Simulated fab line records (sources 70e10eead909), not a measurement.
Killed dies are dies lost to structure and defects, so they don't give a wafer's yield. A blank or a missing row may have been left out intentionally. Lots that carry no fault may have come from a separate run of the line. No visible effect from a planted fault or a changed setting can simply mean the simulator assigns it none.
Matching of chambers || flow nandHarc || NHARC_P_M1_ETCH_35 on rieDiel-03: 4 sister chambers
The step etches the open film in N2/H2, target depth 40 nm, overetch 12 nm, time 43.94 s. 14 wafers are shown with their chamber, then 7 later ones without.

== WAFERS WITH THEIR CHAMBER ==
{"wafer": "L078.1", "chamber": 0, "showerheadPlenumPTorr (Torr)": 2.18, "drypumpMotorCurrentA (A)": 5.64, "rfVppV (V)": 433.1}
{"wafer": "L078.2", "chamber": 2, "showerheadPlenumPTorr (Torr)": 2.14, "drypumpMotorCurrentA (A)": 5.99, "rfVppV (V)": 433.2}
{"wafer": "L078.4", "chamber": 1, "showerheadPlenumPTorr (Torr)": 1.96, "drypumpMotorCurrentA (A)": 5.48, "rfVppV (V)": 428.5}
{"wafer": "L085.3", "chamber": 2, "showerheadPlenumPTorr (Torr)": 2.13, "drypumpMotorCurrentA (A)": 5.97, "rfVppV (V)": 433.2}
{"wafer": "L085.4", "chamber": 1, "showerheadPlenumPTorr (Torr)": 1.96, "drypumpMotorCurrentA (A)": 5.52, "rfVppV (V)": 429.2}
{"wafer": "L085.5", "chamber": 2, "showerheadPlenumPTorr (Torr)": 2.14, "drypumpMotorCurrentA (A)": 6.00, "rfVppV (V)": 432.8}
{"wafer": "L084.4", "chamber": 3, "showerheadPlenumPTorr (Torr)": 2.01, "drypumpMotorCurrentA (A)": 5.62, "rfVppV (V)": 429.8}
{"wafer": "L084.5", "chamber": 3, "showerheadPlenumPTorr (Torr)": 2.01, "drypumpMotorCurrentA (A)": 5.65, "rfVppV (V)": 430.1}
{"wafer": "L084.6", "chamber": 2, "showerheadPlenumPTorr (Torr)": 2.13, "drypumpMotorCurrentA (A)": 5.99, "rfVppV (V)": 432.9}
{"wafer": "L087.2", "chamber": 0, "showerheadPlenumPTorr (Torr)": 2.17, "drypumpMotorCurrentA (A)": 5.64, "rfVppV (V)": 434.0}
{"wafer": "L087.3", "chamber": 3, "showerheadPlenumPTorr (Torr)": 2.01, "drypumpMotorCurrentA (A)": 5.62, "rfVppV (V)": 428.9}
{"wafer": "L087.4", "chamber": 2, "showerheadPlenumPTorr (Torr)": 2.13, "drypumpMotorCurrentA (A)": 5.97, "rfVppV (V)": 433.5}
{"wafer": "L089.3", "chamber": 3, "showerheadPlenumPTorr (Torr)": 2.00, "drypumpMotorCurrentA (A)": 5.58, "rfVppV (V)": 428.2}
{"wafer": "L089.5", "chamber": 0, "showerheadPlenumPTorr (Torr)": 2.17, "drypumpMotorCurrentA (A)": 5.62, "rfVppV (V)": 434.2}

SIGNATURES (averages over the wafers above)
{"reading": "showerheadPlenumPTorr", "chamber 0": 2.1733, "chamber 1": 1.9600, "chamber 2": 2.1340, "chamber 3": 2.0075, "scatter within a chamber": 0.00512}
{"reading": "drypumpMotorCurrentA", "chamber 0": 5.6333, "chamber 1": 5.5000, "chamber 2": 5.9840, "chamber 3": 5.6175, "scatter within a chamber": 0.0206}
{"reading": "rfVppV", "chamber 0": 433.767, "chamber 1": 428.850, "chamber 2": 433.120, "chamber 3": 429.250, "scatter within a chamber": 0.591}
Rule: a wafer's distance from a chamber is the root of the sum, over the readings, of the square of ((its reading less the chamber's mean) divided by the reading's scatter). The wafer belongs to the nearest chamber; if the next one is less than 2 further off, it can't be placed. The scatter is the square root of a quotient: the sum, over the shown wafers, of each reading's squared deviation from its chamber's mean, divided by wafers minus chambers.

== WAFERS MISSING THEIR CHAMBER ==
{"wafer": "L089.6", "showerheadPlenumPTorr (Torr)": 1.96, "drypumpMotorCurrentA (A)": 5.50, "rfVppV (V)": 428.3}
{"wafer": "L092.1", "showerheadPlenumPTorr (Torr)": 1.95, "drypumpMotorCurrentA (A)": 5.53, "rfVppV (V)": 428.2}
{"wafer": "L092.2", "showerheadPlenumPTorr (Torr)": 2.13, "drypumpMotorCurrentA (A)": 5.98, "rfVppV (V)": 433.2}
{"wafer": "L092.5", "showerheadPlenumPTorr (Torr)": 1.95, "drypumpMotorCurrentA (A)": 5.54, "rfVppV (V)": 427.6}
{"wafer": "L097.1", "showerheadPlenumPTorr (Torr)": 1.95, "drypumpMotorCurrentA (A)": 5.47, "rfVppV (V)": 427.9}
{"wafer": "L097.2", "showerheadPlenumPTorr (Torr)": 2.17, "drypumpMotorCurrentA (A)": 5.67, "rfVppV (V)": 433.4}
{"wafer": "L097.5", "showerheadPlenumPTorr (Torr)": 1.95, "drypumpMotorCurrentA (A)": 5.47, "rfVppV (V)": 428.2}

== CHAMBER TAKEN BY EACH ==
{"wafer": "L089.6", "from the rows above": 1, "in truth": 1}
{"wafer": "L092.1", "from the rows above": 1, "in truth": 1}
{"wafer": "L092.2", "from the rows above": 2, "in truth": 2}
{"wafer": "L092.5", "from the rows above": 1, "in truth": 1}
{"wafer": "L097.1", "from the rows above": 1, "in truth": 1}
{"wafer": "L097.2", "from the rows above": 0, "in truth": 0}
{"wafer": "L097.5", "from the rows above": 1, "in truth": 1}
Correctly placed: 7 of 7. From these rows, 0 cannot be placed. 0 placed wrongly.
